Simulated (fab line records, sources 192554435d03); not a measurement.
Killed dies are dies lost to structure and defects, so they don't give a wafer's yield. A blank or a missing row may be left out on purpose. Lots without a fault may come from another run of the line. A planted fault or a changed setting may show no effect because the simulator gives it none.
Chamber matching | flow n5_finfet | N5_BEOL_M0_ETCH_138 on rie_diel-02: 4 sister chambers
The step etches SiCN in CH3F/O2, target depth 12 nm, time 31.6 s. 20 wafers are shown with their chamber, then 10 later ones without.

WAFERS WITH THEIR CHAMBER
wafer  | chamber | drypump_motor_current_A (A) | showerhead_plenum_p_Torr (Torr) | throttle_valve_pct (%)
L074.1 | 2       | 5.7                         | 2.08                            | 16.42
L074.2 | 1       | 5.3                         | 1.92                            | 16.17
L074.3 | 0       | 5.7                         | 1.99                            | 16.54
L075.1 | 2       | 5.7                         | 2.08                            | 16.42
L075.2 | 0       | 5.8                         | 1.98                            | 16.54
L075.6 | 2       | 5.7                         | 2.08                            | 16.43
L080.2 | 2       | 5.7                         | 2.08                            | 16.45
L080.3 | 3       | 6.3                         | 1.99                            | 16.07
L080.4 | 1       | 5.3                         | 1.92                            | 16.18
L081.1 | 0       | 5.7                         | 1.98                            | 16.55
L081.2 | 1       | 5.3                         | 1.92                            | 16.18
L081.6 | 0       | 5.7                         | 1.98                            | 16.56
L084.3 | 3       | 6.3                         | 1.99                            | 16.08
L084.5 | 0       | 5.8                         | 1.98                            | 16.58
L084.6 | 3       | 6.3                         | 1.99                            | 16.09
L087.2 | 2       | 5.7                         | 2.07                            | 16.49
L087.5 | 1       | 5.3                         | 1.92                            | 16.19
L087.6 | 0       | 5.8                         | 1.98                            | 16.59
L090.1 | 2       | 5.7                         | 2.07                            | 16.51
L090.3 | 1       | 5.3                         | 1.91                            | 16.22

SIGNATURES (means of the wafers above)
reading                  | chamber 0 | chamber 1 | chamber 2 | chamber 3 | scatter within a chamber
drypump_motor_current_A  | 5.750     | 5.300     | 5.700     | 6.300     | 0.0306
showerhead_plenum_p_Torr | 1.9817    | 1.9180    | 2.0767    | 1.9900    | 0.00431
throttle_valve_pct       | 16.5600   | 16.1880   | 16.4533   | 16.0800   | 0.0265
Rule: a wafer's distance from a chamber is the root of the sum, over the readings, of the square of ((its reading less the chamber's mean) divided by the reading's scatter). The wafer belongs to the nearest chamber; if the next one is less than 2 further off, it can't be placed. The scatter: the root of (the sum of the squares of (reading less its chamber's mean) over the shown wafers, divided by (wafers less chambers)).

WAFERS WITHOUT THEIR CHAMBER
wafer  | drypump_motor_current_A (A) | showerhead_plenum_p_Torr (Torr) | throttle_valve_pct (%)
L090.4 | 5.8                         | 1.97                            | 16.59
L091.3 | 5.8                         | 1.97                            | 16.59
L091.4 | 5.7                         | 2.07                            | 16.51
L091.6 | 5.8                         | 1.97                            | 16.59
L092.2 | 5.8                         | 1.97                            | 16.60
L092.5 | 5.8                         | 1.97                            | 16.59
L092.6 | 6.3                         | 1.98                            | 16.11
L095.3 | 6.3                         | 1.98                            | 16.11
L095.4 | 5.7                         | 2.07                            | 16.52
L095.6 | 5.7                         | 2.07                            | 16.53

WHICH CHAMBER EACH WENT THROUGH
wafer  | from the rows above | in truth
L090.4 | 0                   | 0
L091.3 | 0                   | 0
L091.4 | 2                   | 2
L091.6 | 0                   | 0
L092.2 | 0                   | 0
L092.5 | 0                   | 0
L092.6 | 3                   | 3
L095.3 | 3                   | 3
L095.4 | 2                   | 2
L095.6 | 2                   | 2
Placed correctly: 10 of 10. Can't be placed from these rows: 0. Placed wrongly: 0.
